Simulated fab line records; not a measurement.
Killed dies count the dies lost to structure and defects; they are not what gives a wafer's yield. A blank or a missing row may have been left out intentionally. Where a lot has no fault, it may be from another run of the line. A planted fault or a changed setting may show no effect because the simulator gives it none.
Struck lot and sound lot, side by side :: flow nand-harc :: 15 steps out of a route of 1159
Sound: wafers L326.1, L326.3, L326.4. Struck: wafer L337.5. (L337.6 of the same lot was not struck and is left out.) The cause comes at the end.
For every step that has rows: the tool of each side, followed by ch and its chambers, followed by its first start. Under that, the readings that differ: sound wafers :: struck wafers :: difference of the means :: sigmas: that difference in standard deviations of wafers without a fault.
alike: words and numbers the same on both sides, and readings whose means are apart by under 2 such deviations; not compared: readings that were withheld, readings missing a value for some wafer, numbers with overlapping values and no deviation given by the record, and bounds like >300 which may hide the same value.
The two part at a step that has a row with sigmas, a row that says differs or no value, or rows on one side only. Numbers that don't overlap but have no deviation are shown without sigmas and don't part them. Lack of a reading on every wafer of one side parts them only where that side has two or more wafers.

first, 1 step without rows for these wafers: NHARC_A_ONON_D1_DEP_09 (target thk 1000 nm).
NHARC_A_ONON_D1_THK_MEAS_11: measures by ellipsometry.
  sound on film-metro-02 at day 9 21:57; struck on film-metro-01 at day 12 08:02
  alike: thk-nm
then, 1 step without rows for these wafers: NHARC_A_ONON_D1_DEP_12 (target thk 1000 nm).
NHARC_A_ONON_D1_THK_MEAS_14: measures by ellipsometry.
  sound on film-metro-02 at day 9 22:31; struck on film-metro-02 at day 12 08:35
  alike: thk-nm
then, 2 steps without rows for these wafers: NHARC_A_ONON_D1_ANNEAL_15 (time 3600 s); NHARC_A_ONON_D1_DEP_16 (target thk 1000 nm).
NHARC_A_ONON_D1_THK_MEAS_18: measures by ellipsometry.
  sound on film-metro-02 at day 10 05:38; struck on film-metro-01 at day 12 16:56
  alike: thk-nm
then, 1 step without rows for these wafers: NHARC_A_ONON_D1_DEP_19 (target thk 1000 nm).
NHARC_A_ONON_D1_THK_MEAS_21: measures by ellipsometry.
  sound on film-metro-02 at day 10 06:13; struck on film-metro-02 at day 12 17:35
reading: thk-nm (nm)
sound: 990 988 988
struck: 1022
difference: +33
sigmas: +4
then, 1 step without rows for these wafers: NHARC_A_ONON_D1_DEP_22 (target thk 1000 nm).
NHARC_A_ONON_D1_THK_MEAS_24: measures by ellipsometry.
  sound on film-metro-01 at day 10 06:46; struck on film-metro-02 at day 12 18:11
  alike: thk-nm
NHARC_A_ONON_D1_DEP_25: target thk 1000 nm.
  sound on pecvd-onon-02 ch 0, day 10 06:49; struck on pecvd-onon-02 ch 0, day 12 18:29
NHARC_A_ONON_D1_THK_MEAS_27: measures by ellipsometry.
  sound on film-metro-01 at day 10 07:20; struck on film-metro-01 at day 12 18:46
reading: thk-nm (nm)
sound: 1003 1002 1004
struck: 1296
difference: +293
sigmas: +23
then, 1 step without rows for these wafers: NHARC_A_ONON_D1_DEP_28 (target thk 1000 nm).
-- break in the record here, with 12 days between the starts of the struck wafers on either side (left off in module A_ONON_D1, picked up again in module END, where the first step shown is number 1159 on the route) --
NHARC_END_SORT_01:
  sound on prober-02 ch 0, day 21 22:04; struck on prober-02 ch 0, day 24 09:20
reading: killed-at-array
sound: 30 43 35
struck: 674
difference: +638
sigmas: +58

reading: killed-at-periphery
sound: 19 8 7
struck: 3
difference: -8
sigmas: -3

reading: killed-dies
sound: 49 51 42
struck: 677
difference: +630
sigmas: +52
  alike: killed-at-other, killed-open, killed-short

WHERE THEY PART
At NHARC_A_ONON_D1_THK_MEAS_21 first; at NHARC_END_SORT_01 last (within this record only).

WHY: what had been put in by the simulator
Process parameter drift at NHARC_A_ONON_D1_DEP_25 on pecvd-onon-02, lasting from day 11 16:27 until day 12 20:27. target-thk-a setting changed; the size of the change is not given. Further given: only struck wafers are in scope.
